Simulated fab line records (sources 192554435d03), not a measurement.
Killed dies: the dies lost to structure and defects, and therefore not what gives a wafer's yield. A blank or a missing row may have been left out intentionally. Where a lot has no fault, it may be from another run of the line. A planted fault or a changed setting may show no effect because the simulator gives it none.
Comparing a struck lot with a sound one / flow n5-finfet / 16 steps out of a route of 1938
Sound: the wafers L752.1, L752.4, L752.5. The struck wafers were L760.3, L760.4. The cause is named last.
Order at every step that has rows: each side's tool, ch and its chambers, its first start. Under that, the readings that differ: sound wafers / struck wafers / difference of the means / sigmas: that difference in standard deviations of wafers without a fault.
alike: readings whose means differ by less than 2 such deviations, and words and numbers that are the same on both sides. not compared: withheld readings, readings that some wafer has no value for, bounds like >300 that may hide the same value, and numbers for which the record gives no deviation and whose values overlap.
A row with sigmas, a row that says differs or no value, or rows on one side alone: a step with any of these is where the two part. When numbers do not overlap yet have no deviation, they are printed without sigmas and do not part them. Lack of a reading on every wafer of one side parts them only where that side has two or more wafers.

first, 3 steps without rows for these wafers: N5_BEOL_M0_SAQP_SRD_93 (time 30 s); N5_BEOL_M0_SAQP_RECESS_114 (chemistry HF/NH3, target SiO2, target depth 14.4 nm, afs cycles 3, sublimation time 60 s); N5_BEOL_M0_SAQP_SPACER1_ALD_98 (deposits SiO2, target thk 12.8 nm, pulse time 1 s, purge time 2 s).
N5_BEOL_M0_SAQP_SPACER1_ETCHBACK_99: etches SiO2 in CHF3/O2, target depth 15.4 nm, time 7.7 s.
  sound on rie-diel-05 ch 0,3, day 6 14:56; struck on rie-diel-03 ch 0,3, day 8 08:44
  alike: chamber-pressure-mTorr, drypump-motor-current-A, oes-product-au, rf-vpp-V, showerhead-plenum-p-Torr, throttle-valve-pct
  not compared: rf-hours-counter-h
then, 1 step without rows for these wafers: N5_BEOL_M0_SAQP_MANDREL1_REMOVE_100 (chemistry HBr/Cl2/O2, target a-Si, stops on SiNx, bt time 10 s).
N5_BEOL_M0_SAQP_CD_MEAS_25: target cd 13.1 nm.
  sound on cd-sem-03 ch 0, day 6 15:08; struck on cd-sem-03 ch 0, day 8 08:56
  alike: cd-nm
N5_BEOL_M0_SAQP_ETCH_101: etches SiNx in CH3F/O2, target depth 29.9 nm, time 42.7 s.
  sound on rie-diel-01 ch 2,3, day 6 15:10; struck on rie-diel-03 ch 0,1, day 8 08:58
  alike: CH3F_flow_sccm, chamber-pressure-mTorr, drypump-motor-current-A, oes-product-au, rf-vpp-V, showerhead-plenum-p-Torr, throttle-valve-pct
  not compared: rf-hours-counter-h
N5_BEOL_M0_SAQP_ETCH_102: etches SiO2 in CF4, target depth 4 nm, time 4.4 s.
  sound on rie-si-01 ch 0,2,3, day 6 15:16; struck on rie-si-04 ch 0,3, day 8 09:04
  alike: chamber-pressure-mTorr, drypump-motor-current-A, oes-product-au, throttle-valve-pct
  not compared: rf-hours-counter-h
N5_BEOL_M0_SAQP_MANDREL_ETCH_103: etches a-Si in HBr/Cl2, stops on SiCN, target depth 45 nm, bt time 10 s, time 27 s.
  sound on rie-si-01 ch 0,2,3, day 6 15:18; struck on rie-si-04 ch 0,3, day 8 09:07
  alike: chamber-pressure-mTorr, drypump-motor-current-A, oes-product-au, throttle-valve-pct
  not compared: rf-hours-counter-h
N5_BEOL_M0_SAQP_RECESS_104: chemistry HF/NH3, target SiO2, target depth 18 nm, afs cycles 3, sublimation time 60 s.
  sound on vapor-etch-02 ch 0,1, day 6 15:23; struck on vapor-etch-02 ch 0,1, day 8 09:19
  alike: drypump-motor-current-A
then, 2 steps without rows for these wafers: N5_BEOL_M0_SAQP_COAT_105 (time 60 s, resist thk 100 nm); N5_BEOL_M0_SAQP_ETCH_106 (etches SOC in N2/H2, stops on SiNx, target depth 150 nm).
N5_BEOL_M0_SAQP_ETCH_107: etches SiNx in CH3F/O2, target depth 30 nm.
  sound on rie-diel-05 ch 0,1, day 6 15:53; struck on rie-diel-03 ch 0,1, day 8 09:43
reading=oes-product-au (a.u.); sound=0.84 0.80 0.79; struck=0.68 0.52; difference=-0.21; sigmas=-2
reading=model.BEOL_M0_SAQP.feature-depth-nm (nm); sound=29.4 30.2 30; struck=18.8 18.4; difference=-11.3; sigmas=
  alike: CH3F_flow_sccm, chamber-pressure-mTorr, drypump-motor-current-A, rf-vpp-V, showerhead-plenum-p-Torr, throttle-valve-pct
  not compared: rf-hours-counter-h
then, 1 step without rows for these wafers: N5_BEOL_M0_SAQP_STRIP_108 (strips in N2/H2).
-- a jump in the record: the struck wafers' starts before and after are 2 days apart (it breaks off in module BEOL_M0_SAQP and resumes in module BEOL_M4, where the first step shown is number 1111 of the route) --
N5_BEOL_M4_RC_MEAS_101:
  sound on prober-01 ch 0, day 8 21:04; struck on prober-02 ch 0, day 10 20:47
reading=SS_N (mV/dec); sound=70.8 72.2 71.2; struck=72.7 72.6; difference=+1.2; sigmas=+2
reading=SS_P (mV/dec); sound=71.7 72.8 72.9; struck=75.0 73.8; difference=+1.9; sigmas=+3
  alike: DIBL_N, DIBL_P, IOFF_N, IOFF_P, ION_N, ION_P, VT_N, VT_P
-- record jumps: 5 days separate the struck wafers' starts on either side; left off in module BEOL_M4, taken up again in module PASSIVATION, whose first shown step is the route's number 1936 --
N5_PASSIVATION_PROBE_49:
  rows exist in the record for the struck wafers here (prober-02, day 15 14:31), but not for the sound ones

## WHERE THEY PART
Last at N5_PASSIVATION_PROBE_49 as far as this record goes, first at N5_BEOL_M0_SAQP_ETCH_107.

WHY: whatever the simulator had introduced
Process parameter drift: rie-diel-03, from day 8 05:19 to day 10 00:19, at N5_BEOL_M0_SAQP_ETCH_107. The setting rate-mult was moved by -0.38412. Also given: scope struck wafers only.
